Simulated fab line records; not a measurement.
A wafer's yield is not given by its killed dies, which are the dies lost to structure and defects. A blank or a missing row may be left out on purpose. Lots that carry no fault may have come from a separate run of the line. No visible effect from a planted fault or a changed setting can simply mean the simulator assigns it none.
Matching of chambers / flow n5-finfet / rie-diel-01 running N5_BEOL_M3_STRIP_19: 4 sister chambers
The step strips in O2. 8 wafers are shown with their chamber, then 8 later ones without.

== WAFERS WITH THEIR CHAMBER ==
wafer=L088.3; chamber=0; drypump-motor-current-A (A)=6.0; throttle-valve-pct (%)=16.49
wafer=L090.1; chamber=3; drypump-motor-current-A (A)=4.9; throttle-valve-pct (%)=16.25
wafer=L090.3; chamber=0; drypump-motor-current-A (A)=6.0; throttle-valve-pct (%)=16.51
wafer=L090.6; chamber=1; drypump-motor-current-A (A)=5.8; throttle-valve-pct (%)=16.48
wafer=L094.2; chamber=2; drypump-motor-current-A (A)=6.4; throttle-valve-pct (%)=17.00
wafer=L094.3; chamber=1; drypump-motor-current-A (A)=5.8; throttle-valve-pct (%)=16.50
wafer=L094.4; chamber=3; drypump-motor-current-A (A)=4.9; throttle-valve-pct (%)=16.27
wafer=L095.1; chamber=2; drypump-motor-current-A (A)=6.3; throttle-valve-pct (%)=17.01

== WAFERS MISSING THEIR CHAMBER ==
wafer=L095.3; drypump-motor-current-A (A)=5.8; throttle-valve-pct (%)=16.51
wafer=L095.4; drypump-motor-current-A (A)=4.9; throttle-valve-pct (%)=16.27
wafer=L096.2; drypump-motor-current-A (A)=4.9; throttle-valve-pct (%)=16.27
wafer=L096.3; drypump-motor-current-A (A)=6.0; throttle-valve-pct (%)=16.53
wafer=L096.6; drypump-motor-current-A (A)=5.8; throttle-valve-pct (%)=16.49
wafer=L097.1; drypump-motor-current-A (A)=4.9; throttle-valve-pct (%)=16.27
wafer=L097.4; drypump-motor-current-A (A)=5.8; throttle-valve-pct (%)=16.52
wafer=L097.5; drypump-motor-current-A (A)=4.9; throttle-valve-pct (%)=16.27

== CHAMBER TAKEN BY EACH ==
wafer=L095.3; from the rows above=1; in truth=1
wafer=L095.4; from the rows above=3; in truth=3
wafer=L096.2; from the rows above=3; in truth=3
wafer=L096.3; from the rows above=0; in truth=0
wafer=L096.6; from the rows above=1; in truth=1
wafer=L097.1; from the rows above=3; in truth=3
wafer=L097.4; from the rows above=1; in truth=1
wafer=L097.5; from the rows above=3; in truth=3
Correct placement for 8 of the 8. Not placeable from these rows: 0. Number placed wrongly: 0.
How it was worked out, from the rows above alone: a wafer's distance from a chamber is the root of the sum, over the readings, of the square of ((its reading less the chamber's mean) divided by the reading's scatter). The wafer belongs to the nearest chamber; if the next one is less than 2 further off, it can't be placed. For every chamber, the mean is computed from those of its wafers that are shown. How the scatter is found: for the shown wafers, subtract from each reading the mean of its chamber, square and add these, divide the total by (wafers less chambers), then take the root.
